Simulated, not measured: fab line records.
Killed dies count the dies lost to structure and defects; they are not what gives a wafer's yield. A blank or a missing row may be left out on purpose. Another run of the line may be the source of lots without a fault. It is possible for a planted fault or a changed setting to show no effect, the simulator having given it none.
Comparing a struck lot with a sound one    flow nand_harc    13 steps out of a route of 1159
Sound: wafers L614.1, L614.4, L614.5. Struck: wafer L600.2. At the end, the cause is stated.
Per side, at each step with rows, come the tool, then ch with its chambers, and then its first start. Under that, the readings that differ: sound wafers    struck wafers    difference of the means    sigmas: that difference in standard deviations of wafers without a fault.
alike: a reading whose means differ by less than 2 such deviations, as well as words and numbers matching on both sides. not compared: withheld readings; readings where some wafer has no value; bounds like >300 that might hide an equal value; numbers whose values overlap and for which the record gives no deviation.
The two part at a step that has a row with sigmas, a row that says differs or no value, or rows on one side only. Numbers that don't overlap but have no deviation are shown without sigmas and don't part them. Lack of a reading on every wafer of one side parts them only where that side has two or more wafers.

first, 2 steps without rows for these wafers: NHARC_A_SOURCE_PLATE_CVD_03 (deposits poly-Si, target thk 200 nm, time 4000 s); NHARC_A_SOURCE_PLATE_ANNEAL_05 (time 1800 s).
NHARC_A_SOURCE_PLATE_THK_MEAS_06: measures by ellipsometry.
  sound on film_metro-01 at day 12 20:08; struck on film_metro-01 at day 10 04:42
  alike: thk_nm
NHARC_A_SOURCE_PLATE_INSPECT_08:
  sound on defect_inspect-01 at day 12 20:13; struck on defect_inspect-01 at day 10 04:49
  alike: raw_defect_count
next comes 1 step that has no rows for these wafers: NHARC_A_ONON_D1_DEP_00 (target thickness 1000 nm).
NHARC_A_ONON_D1_THK_MEAS_02: measures by ellipsometry.
  sound on film_metro-02 at day 12 20:47; struck on film_metro-01 at day 10 05:25
  alike: thk_nm
next comes 1 step that has no rows for these wafers: NHARC_A_ONON_D1_DEP_03 (target thickness 1000 nm).
NHARC_A_ONON_D1_THK_MEAS_05: measures by ellipsometry.
  sound on film_metro-01 at day 12 21:21; struck on film_metro-01 at day 10 05:59
  alike: thk_nm
next comes 1 step that has no rows for these wafers: NHARC_A_ONON_D1_DEP_06 (target thickness 1000 nm).
NHARC_A_ONON_D1_THK_MEAS_08: measures by ellipsometry.
  sound on film_metro-01 at day 12 21:56; struck on film_metro-01 at day 10 06:32
  alike: thk_nm
NHARC_A_ONON_D1_DEP_09: target thk 1000 nm.
  sound on pecvd_onon-04 ch 0, day 12 22:00; struck on pecvd_onon-03 ch 0, day 10 06:39
  alike: n2_flow_sccm
NHARC_A_ONON_D1_THK_MEAS_11: measures by ellipsometry.
  sound on film_metro-01 at day 12 22:31; struck on film_metro-02 at day 10 07:06
reading      sound           struck  difference  sigmas
thk_nm (nm)  1016 1017 1017  727     -290        -30
next comes 1 step that has no rows for these wafers: NHARC_A_ONON_D1_DEP_12 (target thickness 1000 nm).

WHERE THEY PART
Only at NHARC_A_ONON_D1_THK_MEAS_11, within this record.

WHY: the cause the simulator had injected
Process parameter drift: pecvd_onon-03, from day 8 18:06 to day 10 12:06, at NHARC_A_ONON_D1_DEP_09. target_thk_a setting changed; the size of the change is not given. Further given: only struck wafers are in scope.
